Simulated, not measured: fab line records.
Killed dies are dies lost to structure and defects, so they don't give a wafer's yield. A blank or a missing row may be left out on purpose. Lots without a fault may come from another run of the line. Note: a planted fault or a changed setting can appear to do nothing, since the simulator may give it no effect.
Split-lot study	flow n5 finfet	21 wafers read across 7 lots, on a route 1938 steps long

## SPLIT DETAILS
At N5_BEOL_M7_DESCUM_33 (chemistry O2, time 7 s), the setting time s was moved away from the recipe's 7 s on 5 of the 21 wafers read, by -15.9% to +16.2%. For the rest of the wafers, this setting stayed at what the recipe calls for.

## BETWEEN THE SPLIT AND THE READING: the file shows 1 step in between
- N5_BEOL_M7_ETCH_72: etches underlayer in N2/H2, target depth 6.5 nm, time 5.2 s

## THE READING
CAR-EUV_of_BEOL_M7_COAT_22.thk nm (the simulator's own value, which no gauge read), in nm, at N5_BEOL_M7_ETCH_65 (etches SiARC in CF4, target depth 15.6 nm, time 26 s). The file gives no usual value for it. Here, 16 wafers ran the recipe; their average is 11.1 nm with a standard deviation of 0.097 nm.

wafer	tool, chamber at the split	time s as run, s	against the recipe	CAR-EUV_of_BEOL_M7_COAT_22.thk nm, nm	against lot-mates on the recipe
L080.1	rie diel-02, 3,2,0	7	recipe	11	-
L080.4	rie diel-02, 3,2,0	7	recipe	11	-
L080.5	rie diel-02, 3,2,0	7	recipe	11	-
L083.3	rie diel-03, 3	7	recipe	11.2	-
L083.4	rie diel-03, 2	8.137	+16.2%	10.6	-0.6
L083.6	rie diel-03, 2	8.137	+16.2%	10.6	-0.6
L087.2	rie diel-03, 2,3,2	7	recipe	11.2	-
L087.3	rie diel-03, 2,3,2	7	recipe	11.2	-
L087.5	rie diel-03, 2,3,2	7	recipe	11.2	-
L091.2	rie diel-03, 2,1	7	recipe	11	-
L091.6	rie diel-03, 2,1	7	recipe	11	-
L091.5	rie diel-03, 2	7	recipe	11.2	-
L095.3	rie diel-02, 0	7.837	+12.0%	10.6	-0.4
L095.4	rie diel-02, 3	7	recipe	11	-
L095.5	rie diel-02, 3	7	recipe	11	-
L096.1	rie diel-01, 3,0	5.888	-15.9%	11.8	+0.6
L096.3	rie diel-01, 3,0	5.888	-15.9%	11.8	+0.6
L096.6	rie diel-01, 0	7	recipe	11.2	-
L097.4	rie diel-02, 1,2,1	7	recipe	11	-
L097.5	rie diel-02, 1,2,1	7	recipe	11	-
L097.6	rie diel-02, 1,2,1	7	recipe	11	-
Where a row lists several chambers, the file gives one row for several wafers and doesn't say which wafer went through which chamber.

THE FIT
A straight line over all 21 wafers: CAR-EUV_of_BEOL_M7_COAT_22.thk nm changes by -0.0378 nm for each +1% of time s; r = -0.94; the points scatter about the line by 0.1 nm.
The same after taking each lot's own level away (the mean of its wafers on the recipe; 21 wafers): -0.0369 nm for each +1%; r = -0.99; scatter 0.039 nm.
That fit puts the effect of the largest move of time s on the reading at 0.6 nm.
From 11.00 to 11.20 nm: that is the span of the lots' own levels, equal to 2.1 times the standard deviation above.
The two slopes are in agreement: the lot-to-lot level therefore moves the slope only a little.
Check: with one of the wafers moved furthest among these (+16.2%) left out of the fit, the line predicts -0.595 nm for it against its lot-mates. Against them it came out at -0.6 nm.

## THESE WAFERS: OTHER SPLITS
Note: prior to the reading, these wafers also went through further splits. Each is held against what the fit with the lots' levels taken away leaves over:
other split on the same wafers	wafers away from the commonest value	r with CAR-EUV_of_BEOL_M7_COAT_22.thk nm (lot level and that fit taken away)
N5_BEOL_M5_ETCH_41 source w	6	+0.35
N5_BEOL_M6_COAT_22 spin rpm	4	-0.30
N5_BEOL_M6_EXPOSE_25 dose mj	8	-0.02

## THE WHOLE CHAIN: every reading that the file lists as answering this split, in the file's order
step	what it does	reading	change (the file's fit)	r (the file's)
N5_BEOL_M7_DESCUM_33	chemistry O2, time 7 s	CAR-EUV_of_BEOL_M7_COAT_22.thk nm (the simulator's own value, which no gauge read)	-0.034 nm for each +1% of the setting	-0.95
N5_BEOL_M7_ETCH_72	etches underlayer in N2/H2, target depth 6.5 nm, time 5.2 s	CAR-EUV_of_BEOL_M7_COAT_22.thk nm (the simulator's own value, which no gauge read)	-0.039 nm for each +1% of the setting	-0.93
N5_BEOL_M7_ETCH_65	etches SiARC in CF4, target depth 15.6 nm, time 26 s	CAR-EUV_of_BEOL_M7_COAT_22.thk nm (the simulator's own value, which no gauge read)	-0.0365 nm for each +1% of the setting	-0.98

## FILE'S OWN FIT
CAR-EUV_of_BEOL_M7_COAT_22.thk nm changes by -0.0365 nm for each +1% of time s, r = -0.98.
